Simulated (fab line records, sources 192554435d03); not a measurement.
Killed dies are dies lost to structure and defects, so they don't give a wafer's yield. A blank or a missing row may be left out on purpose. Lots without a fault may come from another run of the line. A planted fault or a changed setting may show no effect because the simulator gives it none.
Split-lot experiment | flow n5_finfet | 7 lots, 21 wafers read, on a route of 1938 steps

THE SPLIT
At N5_MOL_CONTACT_COAG_ETCHBACK_136 (etches SiO2 in CHF3, target depth 25 nm, time 16.7 s), the setting target_depth_a was moved away from the recipe's 250 angstrom on 11 of the 21 wafers read, by -12.5% to +9.4%. The other wafers ran this setting at the recipe's value.

FROM THE SPLIT TO THE READING: what the file shows between them, 1 step
- N5_MOL_CONTACT_COAG_STRIP_120: strips in CHF3

THE READING
etch.depth_nm (the simulator's own value, which no gauge read), in nm, at N5_MOL_CONTACT_COAG_VIA_ETCH_117 (etches SiO2 in C4F6/O2, target depth 40 nm, overetch 8 nm, time 26 s). The file gives no usual value for it. The 10 wafers here that ran the recipe average 40.04 nm, standard deviation 0.29 nm.

wafer  | tool, chamber at the split | target_depth_a as run, angstrom | against the recipe | etch.depth_nm, nm | against lot-mates on the recipe
L082.1 | rie_diel-06, 3,1           | 261.1                           | +4.4%              | 38.4              | -1.50
L082.2 | rie_diel-06, 0             | 250                             | recipe             | 39.9              | -
L082.3 | rie_diel-06, 3,1           | 261.1                           | +4.4%              | 39.38             | -0.52
L083.4 | rie_diel-04, 1             | 250                             | recipe             | 40.23             | -
L083.5 | rie_diel-04, 3,2           | 220                             | -12.0%             | 42.16             | +1.93
L083.6 | rie_diel-04, 3,2           | 220                             | -12.0%             | 43.25             | +3.02
L087.2 | rie_diel-04, 1,0,1         | 261.5                           | +4.6%              | 39.63             | no lot-mate on the recipe
L087.5 | rie_diel-04, 1,0,1         | 261.5                           | +4.6%              | 38.93             | no lot-mate on the recipe
L087.6 | rie_diel-04, 1,0,1         | 261.5                           | +4.6%              | 39.96             | no lot-mate on the recipe
L088.2 | rie_diel-06, 0             | 250                             | recipe             | 39.62             | -
L088.5 | rie_diel-06, 2             | 266.6                           | +6.6%              | 37.94             | -1.90
L088.6 | rie_diel-06, 0             | 250                             | recipe             | 40.06             | -
L089.1 | rie_diel-06, 3             | 273.5                           | +9.4%              | 37.37             | -2.70
L089.5 | rie_diel-06, 0,2           | 250                             | recipe             | 40.19             | -
L089.6 | rie_diel-06, 0,2           | 250                             | recipe             | 39.95             | -
L093.1 | rie_diel-01, 0,2,1         | 250                             | recipe             | 39.54             | -
L093.3 | rie_diel-01, 0,2,1         | 250                             | recipe             | 40.01             | -
L093.5 | rie_diel-01, 0,2,1         | 250                             | recipe             | 40.34             | -
L094.1 | rie_diel-01, 2             | 218.8                           | -12.5%             | 43.32             | +2.77
L094.4 | rie_diel-01, 1             | 250                             | recipe             | 40.55             | -
L094.5 | rie_diel-01, 2             | 218.8                           | -12.5%             | 43.18             | +2.63
Where a row lists several chambers, the file gives one row for several wafers and doesn't say which wafer went through which chamber.

THE FIT
A straight line over all 21 wafers: etch.depth_nm changes by -0.24 nm for each +1% of target_depth_a; r = -0.96; the points scatter about the line by 0.46 nm.
The same after taking each lot's own level away (the mean of its wafers on the recipe; 18 wafers): -0.228 nm for each +1%; r = -0.98; scatter 0.35 nm.
On that fit, the largest move of target_depth_a shifts the reading by 2.8 nm.
The lots' own levels span 39.840 to 40.550 nm, that is 2.4 times the standard deviation above.
So the lot-to-lot level changes the slope little: the two slopes agree.
Check: with one of the wafers moved furthest among these (-12.5%) left out of the fit, the line predicts +2.75 nm for it against its lot-mates. It came out at +2.77 nm against them.

THE WHOLE CHAIN: every reading that the file lists as answering this split, in the file's order
step                             | what it does                                                         | reading                                                                            | change (the file's fit)               | r (the file's)
N5_MOL_CONTACT_COAG_VIA_ETCH_117 | etches SiO2 in C4F6/O2, target depth 40 nm, overetch 8 nm, time 26 s | MOL_CONTACT_COAG.feature_depth_nm (the simulator's own value, which no gauge read) | -0.232 nm for each +1% of the setting | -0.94
N5_MOL_CONTACT_COAG_VIA_ETCH_117 | etches SiO2 in C4F6/O2, target depth 40 nm, overetch 8 nm, time 26 s | etch.depth_nm (the simulator's own value, which no gauge read)                     | -0.234 nm for each +1% of the setting | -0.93

THE FILE'S OWN FIT
etch.depth_nm changes by -0.234 nm for each +1% of target_depth_a, r = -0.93.
